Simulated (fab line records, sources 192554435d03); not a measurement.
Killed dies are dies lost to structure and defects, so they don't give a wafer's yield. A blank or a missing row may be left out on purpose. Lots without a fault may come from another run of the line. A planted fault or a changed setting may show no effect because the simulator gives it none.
Problem report in the 8D (eight disciplines) form, filled by code | flow n5_finfet | the parts of the form that need people (team, actions taken, sign-off) are left out

1. THE PROBLEM
killed_at_M4_up at N5_PASSIVATION_PROBE_49 reads a mean of 114 on 4 wafers of 2 lots; wafers without a fault read 14 with a standard deviation of 5.3. That is +19 standard deviations from the usual mean.
First seen on wafer L905.6, day 15 06:39, on prober-01. The record holds 19 wafers of 8 lots with a number at this step. Rule for "out", or "out of limits": more than 4 standard deviations from the usual mean. The other wafers with a number count as sound.

2. WHAT IT IS AND WHAT IT IS NOT
question                    | is                                                                                                   | is not
which readings at this step | killed_at_M4_up, defect_limited_yield, killed_dies, sort_bin_5_function, sort_n_pass, sort_yield_pct | killed_at_M0_to_M3, killed_at_contacts, killed_at_other, killed_open, killed_short, sort_bin_8_speed
which lots                  | L905, L908                                                                                           | L898, L901, L910, L911, L912, L915
which wafers of those lots  | L905.6, L908.2, L908.3, L908.5                                                                       | L905.2, L905.3
read on which tools         | prober-01                                                                                            | prober-02
when                        | from day 15 06:39                                                                                    | up to then (8 sound wafers); but 7 sound wafers of L910, L911, L912, L915 came after

3. SUSPECTS, AND WHAT RULES EACH OUT
Counting: a tool at a process step up to the reading stays a suspect if it ran every lot that is out. Sound lots after the first of them don't rule it out here, since some wafers of a struck lot are sound.
- plasma_asher-01 at N5_BEOL_M13_STRIP_37 (strips in N2/H2): kept. It ran every lot that is out, first L905 (day 14 01:36); its last sound lot up to then is L901 (day 13 05:19).
- prober-01 at N5_PASSIVATION_PROBE_49: kept. It ran every lot that is out, first L905 (day 15 06:27); its last sound lot up to then is L898 (day 14 10:36). Its own readings are out on those wafers: defect_limited_yield, killed_at_M4_up, killed_dies, sort_bin_5_function, sort_n_pass, sort_yield_pct.
- Within plasma_asher-01 at N5_BEOL_M13_STRIP_37: the wafers that are out ran in chamber 0; their sound lot-mates ran in chamber 1.
Left after counting: plasma_asher-01 at N5_BEOL_M13_STRIP_37, prober-01 at N5_PASSIVATION_PROBE_49.

4. THE CAUSE (what the simulator had put in)
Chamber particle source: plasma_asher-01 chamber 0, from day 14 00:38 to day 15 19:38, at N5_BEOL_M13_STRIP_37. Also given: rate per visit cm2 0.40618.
Counting left 2 suspects, and this tool is among them.

5. THE CHAIN OF EFFECTS, in route order
Each row: a reading whose mean over the struck wafers that have a number lies more than 3 standard deviations from the usual. Only readings for which the record gives a usual standard deviation are gone through. hours: the time from each lot's start at the first step in this table that gives one to its start at this step, as a median over the lots. sigmas: the change in usual standard deviations.
hours | step                    | reading              | usual  | on struck wafers | change | sigmas
0     | N5_PASSIVATION_PROBE_49 | defect_limited_yield | 91.7 % | 84.9             | -6.8   | -4.5
0     | N5_PASSIVATION_PROBE_49 | killed_at_M4_up      | 14     | 114              | +100   | +19
0     | N5_PASSIVATION_PROBE_49 | killed_dies          | 98     | 178              | +80    | +4.4
0     | N5_PASSIVATION_PROBE_49 | sort_bin_5_function  | 4.9 %  | 9.4              | +4.5   | +4.9
0     | N5_PASSIVATION_PROBE_49 | sort_n_pass          | 1082   | 1002             | -80    | -4.4
0     | N5_PASSIVATION_PROBE_49 | sort_yield_pct       | 91.7 % | 84.9             | -6.8   | -4.5
The process steps in it:
- N5_PASSIVATION_PROBE_49

6. WHAT WOULD HAVE CAUGHT IT SOONER
In this record the first reading out of limits was taken at day 15 06:39, 30 hours after the fault began at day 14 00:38.
Of the tool readings at N5_BEOL_M13_STRIP_37 for which the record gives a usual standard deviation, none was out on any struck wafer, so an alarm limit of 4 standard deviations on them would not have fired.
Of the lots that are out (2), L908 began N5_BEOL_M13_STRIP_37 on plasma_asher-01 after day 15 06:39. A hold on the tool at that time would have spared it.
